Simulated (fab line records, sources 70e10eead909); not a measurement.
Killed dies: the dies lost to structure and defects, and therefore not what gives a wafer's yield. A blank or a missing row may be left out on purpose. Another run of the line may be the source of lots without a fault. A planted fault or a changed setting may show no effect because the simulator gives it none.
What tool caused it?    flow nandHarc    7 lots (21 wafers sampled), 1 step of a 1302-step route

== WHAT THE GAUGES SHOWED, per wafer ==
NHARC_A_CONTACT_CD_MEAS_80.
lot   measured      on        cdNm (nm)
L412  day 22 19:19  cdSem-02  290.6 290.0 289.9
L416  day 24 12:34  cdSem-03  289.5 289.0 289.2
L420  day 25 11:54  cdSem-02  289.8 290.1 289.6
L423  day 26 08:21  cdSem-01  290.2 289.9 290.1
L427  day 28 02:32  cdSem-01  289.4 289.8 290.4
L432  day 31 00:23  cdSem-03  289.3 289.8 289.0
L435  day 31 23:39  cdSem-01  288.9 288.8 289.3

== EACH LOT AND THE TOOL THAT RAN IT (in order: tool; ch and the chambers of the sampled wafers; start) ==
Before these readings, the record contains no process step.

== THE ANSWER, worked out from the rows above alone ==
Rule: the usual values come from the lots themselves. The widest of any qualifying gaps counts: lots, ordered by their means at a reading, are off when they make up no more than a third of the lots, leave a main group of 4 or more, and stand apart from it by 3 or more times the standard deviation of that group's means. Not used: any main group whose means are identical at the precision the tables above print for the reading. A lot without any number at a reading at which 4 lots or more have one is off too. Any other lot the step has rows for is counted as sound.
No lot is off on any of the readings shown, so nothing can be concluded from this.

== WHAT HAD BEEN PUT IN BY THE SIMULATOR ==
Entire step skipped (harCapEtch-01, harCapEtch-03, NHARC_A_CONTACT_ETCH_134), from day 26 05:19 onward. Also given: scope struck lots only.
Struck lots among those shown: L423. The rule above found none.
